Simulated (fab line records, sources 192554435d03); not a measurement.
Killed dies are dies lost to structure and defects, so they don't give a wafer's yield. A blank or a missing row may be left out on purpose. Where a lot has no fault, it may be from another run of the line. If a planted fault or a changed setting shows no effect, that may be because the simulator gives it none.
Which tool did it?	flow n5Finfet	11 lots with 33 wafers sampled at 2 steps, on a route of 1938 steps

== WHAT EACH GAUGE READ, for each wafer ==
N5_BEOL_M7_CD_MEAS_11: target cd 38.5 nm. Usual: 38.4 nm for cdNm, sd 0.5.
lot	measured	on	cdNm (nm)	flag
L681	day 9 13:44	cdSem-02	38.2 37.6 38.5	
L683	day 10 13:04	cdSem-02	38.4 39.2 38.9	
L685	day 10 17:24	cdSem-03	38.5 38.2 38.4	
L686	day 11 05:58	cdSem-01	38.5 38.0 38.7	
L688	day 11 19:22	cdSem-03	39.0 38.9 39.0	
L689	day 11 22:49	cdSem-02	37.8 38.8 39.1	
L691	day 12 06:53	cdSem-01	38.9 39.0 39.2	
L694	day 12 15:44	cdSem-03	38.7 38.6 38.9	
L698	day 13 13:56	cdSem-01	38.6 38.2 38.5	
L699	day 14 07:20	cdSem-01	37.9 38.4 38.0	
L702	day 14 22:51	cdSem-02	37.9 38.5 38.6	

N5_BEOL_M7_OVL_MEAS_12. Usual: for M7_OVL the level is -0.5 nm and the standard deviation is 0.7.
lot	measured	on	M7_OVL (nm)	flag
L681	day 9 13:45	overlay-02	0.2 -0.6 -1.0	
L683	day 10 13:05	overlay-01	-0.9 -0.7 -0.8	
L685	day 10 17:26	overlay-02	0.0 0.6 -0.5	
L686	day 11 05:59	overlay-02	-0.7 -0.8 -0.9	
L688	day 11 19:24	overlay-01	0.7 0.9 0.1	
L689	day 11 22:50	overlay-01	-0.7 -0.5 0.1	
L691	day 12 06:55	overlay-02	0.5 -0.3 0.1	
L694	day 12 15:46	overlay-01	-0.3 -0.9 -1.4	
L698	day 13 13:58	overlay-02	-0.4 -1.1 -0.4	
L699	day 14 07:22	overlay-01	-1.5 -0.5 -0.4	
L702	day 14 22:53	overlay-01	-0.6 -1.1 -1.6	

== WHICH TOOL RAN EACH LOT (tool, then ch and the chambers of the sampled wafers, then the start) ==
The record shows no process step preceding these readings.

== WHAT THE TOOLS THEMSELVES READ (means of the sampled wafers that have a number; where no wafer has one, the mark that the record gives instead) ==
The record holds no such reading with a usual standard deviation.

== THE ANSWER, worked out from the rows above alone ==
Rule: take the mean of a lot's wafers that have a number; if it is more than 3 standard deviations from the usual mean, the lot is off. Also off: a lot with no number at a reading for which 4 or more lots have one. All remaining lots with rows at the step are treated as sound. Order of review: gauges by route order, followed by the tools' own readings, for which a lot's mean as printed above is used. The first step at which some lot is off is used, and at that step the reading that is off furthest; a lot without a number counts as furthest.
None of the lots is off at any reading shown; this tells nothing.

== WHAT THE SIMULATOR HAD INSERTED ==
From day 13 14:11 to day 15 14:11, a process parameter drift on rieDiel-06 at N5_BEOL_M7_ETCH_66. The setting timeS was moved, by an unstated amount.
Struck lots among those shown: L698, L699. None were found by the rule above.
